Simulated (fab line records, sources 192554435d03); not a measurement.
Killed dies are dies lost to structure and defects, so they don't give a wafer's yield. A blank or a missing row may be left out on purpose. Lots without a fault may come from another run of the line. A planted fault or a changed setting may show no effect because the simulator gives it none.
A struck lot beside a sound one | flow n5_finfet | 37 steps out of a route of 1938
Sound: wafers L332.1, L332.3, L332.4. Struck: wafers L350.2, L350.4, L350.6. The cause comes at the end.
At each step with rows: each side's tool, then ch and its chambers, then its first start. Under that, the readings that differ: sound wafers | struck wafers | difference of the means | sigmas: that difference in standard deviations of wafers without a fault.
alike: readings whose means differ by less than 2 such deviations, and words and numbers that are the same on both sides. not compared: withheld readings, readings that some wafer has no value for, bounds like >300 that may hide the same value, and numbers for which the record gives no deviation and whose values overlap.
The two part at a step that has a row with sigmas, a row that says differs or no value, or rows on one side only. Numbers that don't overlap but have no deviation are shown without sigmas and don't part them. A reading that every wafer of one side lacks parts them only if that side has two wafers or more.

first, 9 steps without rows for these wafers: N5_BEOL_M4_ANNEAL_95 (time 240 s); N5_BEOL_M4_SPUTTER_96 (material Cu, target thk 4.5 nm, time 8.29 s); N5_BEOL_M4_ECD_50 (material Cu, target thk 300 nm); N5_BEOL_M4_ANNEAL_51 (time 90 s); N5_BEOL_M4_CMP_52 (polishes, stops on SiOC, t overpolish 6.8 s, target thk 40 nm); N5_BEOL_M4_PRE_CLEAN_60 (time 15 s); N5_BEOL_M4_CO_CAP_55 (material Co, precursor CCTBA/H2, target thk 2 nm, time 102.1 s); N5_BEOL_M4_PRE_CLEAN_56 (time 15 s); N5_BEOL_M4_DEP_57 (deposits SiCN from 3MS/NH3, target thk 8 nm, time 14 s).
N5_BEOL_M4_RC_MEAS_101:
  sound on prober-01 ch 0, day 9 11:01; struck on prober-02 ch 0, day 13 13:45
  reading       | sound       | struck      | difference | sigmas
  ION_N (uA/um) | 656 659 661 | 677 683 700 | +28        | +2
  alike: DIBL_N, DIBL_P, IOFF_N, IOFF_P, ION_P, SS_N, SS_P, VT_N, VT_P
then, 24 steps without rows for these wafers: N5_BEOL_M5_ILD_DEP_00 (deposits SiCOH lowk from DEMS/porogen, target thk 140.64 nm, time 25.9 s); N5_BEOL_M5_CURE_79 (cures SiCOH lowk, time 240 s); N5_BEOL_M5_PECVD_70 (deposits SiO2 from TEOS/O2, target thk 16 nm, time 18 s); N5_BEOL_M5_HM_DEP_02 (deposits TiN, target thk 20 nm); N5_BEOL_M5_COAT_59 (time 60 s, resist thk 60 nm); N5_BEOL_M5_COAT_60 (time 60 s, resist thk 12 nm); N5_BEOL_M5_COAT_71 (time 60 s, resist thk 5 nm); N5_BEOL_M5_COAT_05 (resist thk 30 nm); N5_BEOL_M5_EBR_07; N5_BEOL_M5_SOFTBAKE_06 (time 60 s); N5_BEOL_M5_EXPOSE_08 (exposes mask M5, target cd 28 nm); N5_BEOL_M5_PEB_09 (peb time 60 s); N5_BEOL_M5_DEVELOP_10 (develop time 30 s); N5_BEOL_M5_DESCUM_16 (chemistry O2, time 7 s); N5_BEOL_M5_ETCH_72 (etches underlayer in N2/H2, target depth 6.5 nm, time 5.2 s); N5_BEOL_M5_ETCH_61 (etches SiARC in CF4, target depth 15.6 nm, time 26 s); N5_BEOL_M5_ETCH_62 (etches SOC in N2/H2, target depth 75 nm, overetch 15 nm, time 112.5 s); N5_BEOL_M5_STRIP_63 (strips in N2/H2); N5_BEOL_M5_STRIP_73 (strips in N2/H2); N5_BEOL_M5_STRIP_64 (strips in CF4); N5_BEOL_M5_HM_OPEN_17 (chemistry Cl2/BCl3, target TiN, target depth 20 nm, overetch 6 nm); N5_BEOL_M5_STRIP_19 (strips in O2); N5_BEOL_M5_COAT_65 (time 60 s, resist thk 60 nm); N5_BEOL_M5_COAT_66 (time 60 s, resist thk 12 nm).
N5_BEOL_M6_CVD_78: deposits Co from CCTBA/H2, target thk 2 nm, time 142.3 s.
  sound on cvd_co-01 ch 1,2, day 10 07:43; struck on cvd_co-01 ch 0,2, day 14 11:52
  no value came back on the struck wafers for chamber_pressure_Torr (Torr), run_length_s (s); on the sound wafers chamber_pressure_Torr (Torr) reads 30.01 30.01 29.99
N5_BEOL_M6_CMP_52: polishes, stops on SiCOH lowk, t overpolish 6.9 s, target thk 80 nm.
  sound on cmp-02 ch 1,2,3, day 10 08:41; struck on cmp-03 ch 0,2,3, day 14 12:35
  reading                      | sound          | struck         | difference | sigmas
  barrier_field_endpoint_s (s) | 28.0 28.4 28.1 | 26.8 27.2 26.0 | -1.5       | -2
  alike: head_pressure_psi, motor_current_A, slurry_filter_dp_kPa
  not compared: pad_life_wafers
-- the record jumps here: 4 days lie between the struck wafers' starts before and after (it left off in module BEOL_M6 and takes up again in module PASSIVATION, whose first step shown is number 1936 of the route) --
N5_PASSIVATION_PROBE_49:
  sound on prober-01, day 14 05:11; struck on prober-02, day 18 20:02
  reading                  | sound          | struck         | difference | sigmas
  defect_limited_yield (%) | 90.3 90.8 92.5 | 11.3 12.3 13.1 | -79.0      | -56
  killed_at_M4_up          | 12 12 8        | 983 974 960    | +962       | +99 or more
  killed_dies              | 115 108 88     | 1047 1035 1026 | +932       | +55
  killed_on_rim            | 17 12 9        | 102 99 151     | +105       | +25
  sort_bin_5_function (%)  | 5.3 5.8 4.9    | 77.6 75.7 73.3 | +70.2      | +75
  sort_bin_6_memory (%)    | 4.1 3.1 2.0    | 10.8 11.8 13.5 | +9.0       | +13
  sort_n_pass              | 1065 1072 1092 | 133 145 154    | -932       | -55
  sort_yield_pct (%)       | 90.3 90.8 92.5 | 11.3 12.3 13.1 | -79.0      | -56
  alike: killed_at_M0_to_M3, killed_at_contacts, killed_at_front_end, killed_at_other, killed_open, killed_short, sort_bin_8_speed

WHERE THEY PART
First at N5_BEOL_M4_RC_MEAS_101; last, within this record, at N5_PASSIVATION_PROBE_49.

WHY: what the simulator had put in
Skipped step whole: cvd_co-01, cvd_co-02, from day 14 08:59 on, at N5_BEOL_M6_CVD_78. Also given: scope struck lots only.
